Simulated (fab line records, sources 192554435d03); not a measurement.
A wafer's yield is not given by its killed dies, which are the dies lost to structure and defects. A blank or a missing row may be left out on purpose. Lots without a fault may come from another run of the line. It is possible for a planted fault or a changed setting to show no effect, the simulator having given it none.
Lot-split experiment + flow n5 finfet + on a route of 1938 steps: 7 lots, 39 wafers read

## THE SPLIT ITSELF
At N5_BEOL_M11_ETCH_66 (etches SOC in N2/H2, target depth 120 nm, overetch 24 nm, time 180 s), the setting time s was moved away from the recipe's 180 s on 9 of the 39 wafers read, by -23.5% to +24.7%. This setting was run at the recipe's value on the other wafers.

Reading taken at the split's own step.

## THE READING
SiARC_of_BEOL_M11_COAT_64.thk nm (the simulator's own value, which no gauge read), in nm, at N5_BEOL_M11_ETCH_66 (etches SOC in N2/H2, target depth 120 nm, overetch 24 nm, time 180 s). There is no usual value for it anywhere in the file. Across the 30 wafers here that went through the recipe, the average is 22.7 nm and the standard deviation 0.19 nm.

| wafer  | tool, chamber at the split | time s as run, s | against the recipe | SiARC_of_BEOL_M11_COAT_64.thk nm, nm | against lot-mates on the recipe |
|--------|----------------------------|------------------|--------------------|--------------------------------------|---------------------------------|
| L078.1 | rie diel-06, 1             | 210.7            | +17.1%             | 21.8                                 | -0.9                            |
| L078.2 | rie diel-06, 3,2           | 180              | recipe             | 22.8                                 | -                               |
| L078.4 | rie diel-06, 3,2           | 180              | recipe             | 22.8                                 | -                               |
| L078.3 | rie diel-06, 0             | 180              | recipe             | 22.6                                 | -                               |
| L078.5 | rie diel-06, 2,3           | 210.7            | +17.1%             | 21.6                                 | -1.1                            |
| L078.6 | rie diel-06, 2,3           | 210.7            | +17.1%             | 21.6                                 | -1.1                            |
| L086.1 | rie diel-05, 1             | 180              | recipe             | 22.6                                 | -                               |
| L086.5 | rie diel-05, 1             | 180              | recipe             | 22.6                                 | -                               |
| L086.2 | rie diel-05, 2             | 180              | recipe             | 23                                   | -                               |
| L086.3 | rie diel-05, 3             | 224.5            | +24.7%             | 21.2                                 | -1.5                            |
| L086.4 | rie diel-05, 0             | 224.5            | +24.7%             | 21.4                                 | -1.3                            |
| L086.6 | rie diel-05, 2             | 224.5            | +24.7%             | 21                                   | -1.7                            |
| L084.1 | rie diel-06, 3             | 137.7            | -23.5%             | 24.4                                 | +1.8                            |
| L084.2 | rie diel-06, 0             | 137.7            | -23.5%             | 24                                   | +1.4                            |
| L084.3 | rie diel-06, 2             | 180              | recipe             | 22.6                                 | -                               |
| L084.4 | rie diel-06, 1             | 180              | recipe             | 22.8                                 | -                               |
| L084.5 | rie diel-06, 0             | 180              | recipe             | 22.4                                 | -                               |
| L084.6 | rie diel-06, 1             | 137.7            | -23.5%             | 24.6                                 | +2.0                            |
| L089.1 | rie diel-04, 0,1           | 180              | recipe             | 22.6                                 | -                               |
| L089.2 | rie diel-04, 0,1           | 180              | recipe             | 22.6                                 | -                               |
| L089.3 | rie diel-04, 2,0           | 180              | recipe             | 22.8                                 | -                               |
| L089.6 | rie diel-04, 2,0           | 180              | recipe             | 22.8                                 | -                               |
| L089.4 | rie diel-04, 3             | 180              | recipe             | 23                                   | -                               |
| L089.5 | rie diel-04, 1             | 180              | recipe             | 22.4                                 | -                               |
| L095.1 | rie diel-04, 3             | 180              | recipe             | 22.8                                 | -                               |
| L095.4 | rie diel-04, 3             | 180              | recipe             | 22.8                                 | -                               |
| L095.2 | rie diel-04, 0,2,0         | 180              | recipe             | 22.4                                 | -                               |
| L095.5 | rie diel-04, 0,2,0         | 180              | recipe             | 22.4                                 | -                               |
| L095.6 | rie diel-04, 0,2,0         | 180              | recipe             | 22.4                                 | -                               |
| L095.3 | rie diel-04, 2             | 180              | recipe             | 22.6                                 | -                               |
| L097.2 | rie diel-06, 3             | 180              | recipe             | 22.8                                 | -                               |
| L097.3 | rie diel-06, 0             | 180              | recipe             | 22.6                                 | -                               |
| L097.5 | rie diel-06, 0             | 180              | recipe             | 22.4                                 | -                               |
| L096.1 | rie diel-05, 3,2,3,3       | 180              | recipe             | 22.8                                 | -                               |
| L096.3 | rie diel-05, 3,2,3,3       | 180              | recipe             | 22.8                                 | -                               |
| L096.4 | rie diel-05, 3,2,3,3       | 180              | recipe             | 22.8                                 | -                               |
| L096.6 | rie diel-05, 3,2,3,3       | 180              | recipe             | 22.8                                 | -                               |
| L096.2 | rie diel-05, 2             | 180              | recipe             | 23                                   | -                               |
| L096.5 | rie diel-05, 2             | 180              | recipe             | 23                                   | -                               |
The file does not say which wafer passed through which chamber wherever a row lists several chambers: such a row stands for several wafers.

FIT RESULTS
A straight line over all 39 wafers: SiARC_of_BEOL_M11_COAT_64.thk nm changes by -0.0642 nm for each +1% of time s; r = -0.96; the points scatter about the line by 0.2 nm.
The same after taking each lot's own level away (the mean of its wafers on the recipe; 39 wafers): -0.0669 nm for each +1%; r = -0.97; scatter 0.18 nm.
That fit puts the effect of the largest move of time s on the reading at 1.7 nm.
Measured against the standard deviation above, the lots' own levels, which go from 22.57 to 22.87 nm, span 1.6 times it.
The two slopes are in agreement: the lot-to-lot level therefore moves the slope only a little.
Check: for one of the wafers moved furthest among these (+24.7%), held out of the fit, the line's prediction against its lot-mates is -1.64 nm. Against them it came out at -1.53 nm.

## THE FILE'S OWN FIT
SiARC_of_BEOL_M11_COAT_64.thk nm changes by -0.0666 nm for each +1% of time s, r = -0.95.
